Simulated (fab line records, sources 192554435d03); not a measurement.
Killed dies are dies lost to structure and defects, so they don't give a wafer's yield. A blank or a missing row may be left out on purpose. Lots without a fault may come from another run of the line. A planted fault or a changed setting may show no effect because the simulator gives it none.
Split-lot experiment | flow n5_finfet | 7 lots, 21 wafers read, on a route of 1938 steps

THE SPLIT
At N5_BEOL_M9_ETCH_65 (etches SiARC in CF4, target depth 15.6 nm, time 26 s), the setting bias_w was moved away from the recipe's 36 W on 8 of the 21 wafers read, by -15.2% to +17.3%. The other wafers ran this setting at the recipe's value.

The reading is taken at the split's own step.

THE READING
rf_vpp_V, in V, at N5_BEOL_M9_ETCH_65 (etches SiARC in CF4, target depth 15.6 nm, time 26 s). Fault-free wafers of this fab line usually give 183.9 V, standard deviation 1 V.

wafer  | tool, chamber at the split | bias_w as run, W | against the recipe | rf_vpp_V, V | against lot-mates on the recipe
L078.2 | rie_diel-05, 3             | 40.63            | +12.9%             | 198.9       | +15.2
L078.3 | rie_diel-05, 1             | 36               | recipe             | 184.1       | -
L078.5 | rie_diel-05, 2             | 36               | recipe             | 183.4       | -
L077.1 | rie_diel-05, 0             | 42.22            | +17.3%             | 203.1       | +17.8
L077.3 | rie_diel-05, 2             | 42.22            | +17.3%             | 202.0       | +16.7
L077.5 | rie_diel-05, 3             | 36               | recipe             | 185.3       | -
L085.2 | rie_diel-05, 3             | 39               | +8.3%              | 195.8       | +11.2
L085.4 | rie_diel-05, 2             | 36               | recipe             | 184.1       | -
L085.5 | rie_diel-05, 3             | 36               | recipe             | 185.1       | -
L086.1 | rie_diel-05, 3             | 30.53            | -15.2%             | 167.1       | -16.1
L086.3 | rie_diel-05, 1             | 36               | recipe             | 183.6       | -
L086.4 | rie_diel-05, 2             | 36               | recipe             | 182.8       | -
L089.2 | rie_diel-03, 3             | 36               | recipe             | 186.5       | -
L089.3 | rie_diel-03, 1             | 36               | recipe             | 184.7       | -
L089.5 | rie_diel-03, 0             | 36               | recipe             | 184.9       | -
L091.2 | rie_diel-01, 0             | 36               | recipe             | 183.0       | -
L091.4 | rie_diel-01, 2             | 36               | recipe             | 183.0       | -
L091.5 | rie_diel-01, 0             | 38.05            | +5.7%              | 189.6       | +6.6
L095.1 | rie_diel-01, 1             | 36               | recipe             | 183.8       | -
L095.3 | rie_diel-01, 3             | 37.84            | +5.1%              | 189.9       | +6.1
L095.6 | rie_diel-01, 3             | 37.84            | +5.1%              | 189.8       | +6.0

THE FIT
A straight line over all 21 wafers: rf_vpp_V changes by +1.11 V for each +1% of bias_w; r = +0.99; the points scatter about the line by 1.1 V.
The same after taking each lot's own level away (the mean of its wafers on the recipe; 21 wafers): +1.06 V for each +1%; r = +0.99; scatter 0.87 V.
On that fit, the largest move of bias_w shifts the reading by 18 V.
The lots' own levels span 183.00 to 185.37 V, that is 2.4 times the standard deviation above.
So the lot-to-lot level changes the slope little: the two slopes agree.
Check: with one of the wafers moved furthest among these (+17.3%) left out of the fit, the line predicts +18.8 V for it against its lot-mates. It came out at +17.8 V against them.
Tool readings at the split's step, against how far the setting was moved: rf_vpp_V r = +0.99.

OTHER SPLITS ON THESE WAFERS
These wafers also went through other splits before the reading. Each is held against what the fit with the lots' levels taken away leaves over:
other split on the same wafers | wafers away from the commonest value | r with rf_vpp_V (lot level and that fit taken away)
N5_BEOL_M5_ETCH_41 source_w    | 5                                    | +0.01
N5_BEOL_M6_PECVD_70 temp_c     | 7                                    | +0.09
N5_BEOL_M6_COAT_59 spin_rpm    | 7                                    | +0.05
N5_BEOL_M7_EXPOSE_25 dose_mj   | 11                                   | +0.14
N5_BEOL_M8_EXPOSE_25 dose_mj   | 9                                    | +0.37
N5_BEOL_M9_DESCUM_16 time_s    | 5                                    | +0.06

THE FILE'S OWN FIT
rf_vpp_V changes by +1.09 V for each +1% of bias_w, r = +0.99.
